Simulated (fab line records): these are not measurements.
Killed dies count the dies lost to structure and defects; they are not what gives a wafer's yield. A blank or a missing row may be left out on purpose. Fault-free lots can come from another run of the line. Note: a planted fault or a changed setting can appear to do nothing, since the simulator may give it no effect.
Matching of chambers || flow nand_harc || rie_diel-10 running NHARC_A_M1_DESCUM_14: 4 sister chambers
The step chemistry O2, time 3 s. 4 wafers are shown with their chamber, then 8 later ones without.

## WAFERS PAIRED WITH THEIR CHAMBERS
{"wafer": "L090.3", "chamber": 0, "drypump_motor_current_A (A)": 6.1}
{"wafer": "L088.5", "chamber": 3, "drypump_motor_current_A (A)": 5.9}
{"wafer": "L091.6", "chamber": 1, "drypump_motor_current_A (A)": 5.9}
{"wafer": "L093.3", "chamber": 2, "drypump_motor_current_A (A)": 5.8}

## WAFERS MISSING THEIR CHAMBER
{"wafer": "L093.5", "drypump_motor_current_A (A)": 5.8}
{"wafer": "L093.6", "drypump_motor_current_A (A)": 6.0}
{"wafer": "L095.1", "drypump_motor_current_A (A)": 6.0}
{"wafer": "L095.5", "drypump_motor_current_A (A)": 6.0}
{"wafer": "L095.6", "drypump_motor_current_A (A)": 5.7}
{"wafer": "L097.1", "drypump_motor_current_A (A)": 5.8}
{"wafer": "L097.3", "drypump_motor_current_A (A)": 6.0}
{"wafer": "L097.6", "drypump_motor_current_A (A)": 6.0}

## WHICH CHAMBER EACH ONE RAN IN
{"wafer": "L093.5", "from the rows above": "can't be placed: 2 or 1 or 3", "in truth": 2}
{"wafer": "L093.6", "from the rows above": "can't be placed: 0 or 1 or 3 or 2", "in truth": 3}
{"wafer": "L095.1", "from the rows above": "can't be placed: 0 or 1 or 3 or 2", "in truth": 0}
{"wafer": "L095.5", "from the rows above": "can't be placed: 0 or 1 or 3 or 2", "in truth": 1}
{"wafer": "L095.6", "from the rows above": "can't be placed: 2 or 1 or 3", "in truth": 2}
{"wafer": "L097.1", "from the rows above": "can't be placed: 2 or 1 or 3", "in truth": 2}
{"wafer": "L097.3", "from the rows above": "can't be placed: 0 or 1 or 3 or 2", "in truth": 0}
{"wafer": "L097.6", "from the rows above": "can't be placed: 0 or 1 or 3 or 2", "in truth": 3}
Correct placement for 0 of the 8. Unplaceable from these rows: 8, with the true chamber sitting among the candidates in 8. Wrongly placed: 0.
How it was worked out, from the rows above alone: a wafer's distance from a chamber is the root of the sum, over the readings, of the square of ((its reading less the chamber's mean) divided by the reading's scatter). The wafer belongs to the nearest chamber; if the next one is less than 2 further off, it can't be placed. Each chamber's mean is taken over the wafers shown for it. The scatter: root of mean squared gap, hidden wafer to nearest shown wafer, with one shown wafer a chamber.
